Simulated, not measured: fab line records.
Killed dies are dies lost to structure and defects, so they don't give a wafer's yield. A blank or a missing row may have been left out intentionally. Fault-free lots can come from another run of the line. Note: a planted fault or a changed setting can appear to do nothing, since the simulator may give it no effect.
Which tool is to blame? :: flow n5 finfet :: 12 lots, 36 wafers sampled, at 5 steps of a route of 1938

WHAT THE GAUGES READ, wafer by wafer
N5_ILD0_THK_MEAS_13.
lot: L075
measured: day 3 20:46
on: film metro-02
thk nm (nm): 15.6 15.6 15.5

lot: L077
measured: day 4 17:58
on: film metro-01
thk nm (nm): 16.9 18.7 17.1

lot: L079
measured: day 5 03:23
on: film metro-01
thk nm (nm): 18.1 19.2 18.8

lot: L081
measured: day 5 14:32
on: film metro-02
thk nm (nm): 18.5 18.4 18.9

lot: L083
measured: day 5 22:55
on: film metro-01
thk nm (nm): 18.4 17.4 18.5

lot: L085
measured: day 6 19:53
on: film metro-01
thk nm (nm): 19.9 18.0 19.0

lot: L087
measured: day 7 02:10
on: film metro-02
thk nm (nm): 19.1 18.4 19.1

lot: L089
measured: day 7 09:40
on: film metro-01
thk nm (nm): 16.5 16.2 18.0

lot: L091
measured: day 8 03:01
on: film metro-02
thk nm (nm): 18.5 18.5 17.6

lot: L093
measured: day 8 15:16
on: film metro-01
thk nm (nm): 17.5 18.5 17.4

lot: L095
measured: day 8 23:19
on: film metro-02
thk nm (nm): 17.6 18.1 18.1

lot: L097
measured: day 9 10:09
on: film metro-01
thk nm (nm): 18.4 19.0 18.6

TOOL THAT RAN EACH LOT (tool first, then ch and the chambers of the sampled wafers, then the start)
lot: L075
N5_DUMMY_GATE_ETCH_32: rie si-03 ch 0,2,3, day 3 03:37
N5_SD_EPI_N_DESCUM_14: rie diel-02 ch 0,1, day 3 05:22
N5_SD_EPI_N_ETCH_34: rie diel-02 ch 0,1, day 3 05:25
N5_ILD0_CMP_07: cmp-01 ch 1,3, day 3 17:17

lot: L077
N5_DUMMY_GATE_ETCH_32: rie si-05 ch 1,2, day 4 00:35
N5_SD_EPI_N_DESCUM_14: rie diel-05 ch 0,2,3, day 4 02:13
N5_SD_EPI_N_ETCH_34: rie diel-05 ch 0,2,3, day 4 02:15
N5_ILD0_CMP_07: cmp-01 ch 0,1,2, day 4 14:31

lot: L079
N5_DUMMY_GATE_ETCH_32: rie si-03 ch 1,2,3, day 4 08:19
N5_SD_EPI_N_DESCUM_14: rie diel-06 ch 1,2,3, day 4 10:07
N5_SD_EPI_N_ETCH_34: rie diel-06 ch 1,2,3, day 4 10:09
N5_ILD0_CMP_07: cmp-02 ch 0,2, day 4 23:39

lot: L081
N5_DUMMY_GATE_ETCH_32: rie si-05 ch 0,1,3, day 4 20:47
N5_SD_EPI_N_DESCUM_14: rie diel-05 ch 0,1,3, day 4 22:29
N5_SD_EPI_N_ETCH_34: rie diel-05 ch 0,1,3, day 4 22:31
N5_ILD0_CMP_07: cmp-01 ch 0,1,2, day 5 11:05

lot: L083
N5_DUMMY_GATE_ETCH_32: rie si-05 ch 0,1,3, day 5 05:08
N5_SD_EPI_N_DESCUM_14: rie diel-05 ch 0,1,3, day 5 07:19
N5_SD_EPI_N_ETCH_34: rie diel-05 ch 0,1,3, day 5 07:20
N5_ILD0_CMP_07: cmp-01 ch 0,1,3, day 5 19:08

lot: L085
N5_DUMMY_GATE_ETCH_32: rie si-06 ch 1,3, day 6 02:19
N5_SD_EPI_N_DESCUM_14: rie diel-02 ch 1,2, day 6 03:56
N5_SD_EPI_N_ETCH_34: rie diel-02 ch 1,2, day 6 03:58
N5_ILD0_CMP_07: cmp-01 ch 0,2,3, day 6 16:25

lot: L087
N5_DUMMY_GATE_ETCH_32: rie si-06 ch 0,1,2, day 6 08:04
N5_SD_EPI_N_DESCUM_14: rie diel-06 ch 0,2,3, day 6 09:31
N5_SD_EPI_N_ETCH_34: rie diel-06 ch 0,2,3, day 6 09:33
N5_ILD0_CMP_07: cmp-04 ch 0,2,3, day 6 22:38

lot: L089
N5_DUMMY_GATE_ETCH_32: rie si-03 ch 1,2, day 6 16:53
N5_SD_EPI_N_DESCUM_14: rie diel-05 ch 0,1, day 6 18:28
N5_SD_EPI_N_ETCH_34: rie diel-05 ch 0,1, day 6 18:30
N5_ILD0_CMP_07: cmp-01 ch 2,3, day 7 06:10

lot: L091
N5_DUMMY_GATE_ETCH_32: rie si-06 ch 0,1,2, day 7 07:06
N5_SD_EPI_N_DESCUM_14: rie diel-05 ch 1,3, day 7 10:02
N5_SD_EPI_N_ETCH_34: rie diel-05 ch 1,3, day 7 10:05
N5_ILD0_CMP_07: cmp-01 ch 0,3, day 7 23:31

lot: L093
N5_DUMMY_GATE_ETCH_32: rie si-03 ch 0,3, day 7 20:55
N5_SD_EPI_N_DESCUM_14: rie diel-06 ch 2,3, day 7 23:08
N5_SD_EPI_N_ETCH_34: rie diel-06 ch 2,3, day 7 23:10
N5_ILD0_CMP_07: cmp-04 ch 0,2, day 8 11:35

lot: L095
N5_DUMMY_GATE_ETCH_32: rie si-03 ch 2,3, day 8 04:50
N5_SD_EPI_N_DESCUM_14: rie diel-06 ch 2,3, day 8 06:25
N5_SD_EPI_N_ETCH_34: rie diel-06 ch 2,3, day 8 06:27
N5_ILD0_CMP_07: cmp-04 ch 0,2, day 8 19:22

lot: L097
N5_DUMMY_GATE_ETCH_32: rie si-03 ch 0,1,2, day 8 16:32
N5_SD_EPI_N_DESCUM_14: rie diel-05 ch 1,2,3, day 8 18:42
N5_SD_EPI_N_ETCH_34: rie diel-05 ch 1,2,3, day 8 18:44
N5_ILD0_CMP_07: cmp-04 ch 1,2,3, day 9 06:41
- N5_DUMMY_GATE_ETCH_32: etches SiO2 in CF4, target depth 3.5 nm, time 3.9 s.
- N5_SD_EPI_N_DESCUM_14: chemistry O2, time 7.9 s.
- N5_SD_EPI_N_ETCH_34: etches SiARC in CF4, target depth 45.5 nm, time 75.8 s.
- N5_ILD0_CMP_07: polishes SiO2 flowable, stops on poly-Si, t overpolish 1.18 s, target thk 138.88 nm.

THE ANSWER, worked out from the rows above alone
Rule: what is usual is taken from the lots themselves. Put in order of their means at a reading, lots are off if they are a third of the lots or fewer, leave a main group of 4 or more, and stand apart from it by a gap of 3 or more times the standard deviation of the main group's means; of several such gaps the widest counts. A main group is skipped when, at the precision printed for the reading in the tables above, its means are all equal. A lot without any number at a reading at which 4 lots or more have one is off too. Where the step has rows for the other lots, those lots are counted as sound.
No lot is off at any reading shown: from this, nothing can be told.

WHAT THE SIMULATOR PUT IN
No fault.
